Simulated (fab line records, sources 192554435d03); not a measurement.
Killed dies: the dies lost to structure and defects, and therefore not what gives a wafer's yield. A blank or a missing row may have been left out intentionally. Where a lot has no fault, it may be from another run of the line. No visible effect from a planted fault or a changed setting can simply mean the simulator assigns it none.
Matching of chambers ; flow n5Finfet ; N5_SD_EPI_N_ETCH_45 on rieDiel-05: 4 sister chambers
The step etches SiOCN in CH3F/O2, target depth 6 nm. 16 wafers are shown with their chamber, then 8 later ones without.

== WAFERS, EACH WITH ITS CHAMBER ==
wafer;chamber;showerheadPlenumPTorr (Torr);drypumpMotorCurrentA (A);oesProductAu (a.u.)
L260.1;1;1.97;6.2;0.69
L260.4;1;1.97;6.2;0.68
L260.6;3;1.98;5.5;0.69
L262.3;0;2.06;5.4;0.94
L262.4;3;1.98;5.5;0.68
L262.6;1;1.97;6.2;0.68
L264.2;1;1.97;6.2;0.68
L264.3;2;2.07;5.6;0.79
L264.6;3;1.98;5.5;0.69
L263.4;2;2.07;5.6;0.79
L263.5;1;1.97;6.2;0.68
L263.6;0;2.06;5.4;0.93
L265.1;2;2.07;5.6;0.79
L265.4;2;2.07;5.6;0.79
L265.6;3;1.97;5.6;0.68
L267.1;2;2.07;5.6;0.78

SIGNATURES, as means of the wafers listed above
reading;chamber 0;chamber 1;chamber 2;chamber 3;scatter within a chamber
showerheadPlenumPTorr;2.0600;1.9700;2.0700;1.9775;0.0025
drypumpMotorCurrentA;5.400;6.200;5.600;5.525;0.025
oesProductAu;0.9350;0.6820;0.7880;0.6850;0.00508
Rule: distance of a wafer from a chamber = root of the sum over the readings of ((wafer's reading minus chamber's mean) / reading's scatter) squared. The wafer belongs to the nearest chamber; if the next one is less than 2 further off, it can't be placed. How the scatter is found: for the shown wafers, subtract from each reading the mean of its chamber, square and add these, divide the total by (wafers less chambers), then take the root.

== WAFERS MISSING THEIR CHAMBER ==
wafer;showerheadPlenumPTorr (Torr);drypumpMotorCurrentA (A);oesProductAu (a.u.)
L267.2;1.97;5.5;0.67
L267.6;2.07;5.6;0.78
L268.1;1.97;5.5;0.67
L268.3;1.97;5.5;0.67
L268.4;2.05;5.4;0.90
L282.2;1.96;6.2;0.93
L282.5;2.04;5.3;0.84
L282.6;1.96;6.1;0.92

== EACH ONE'S CHAMBER ==
wafer;from the rows above;in truth
L267.2;3;3
L267.6;2;2
L268.1;3;3
L268.3;3;3
L268.4;0;0
L282.2;1;1
L282.5;can't be placed: 2 or 0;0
L282.6;can't be placed: 1 or 0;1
Correctly placed: 6 of 8. Can't be placed from these rows: 2 (the true chamber is among the candidates in 2). Wrongly placed: 0.
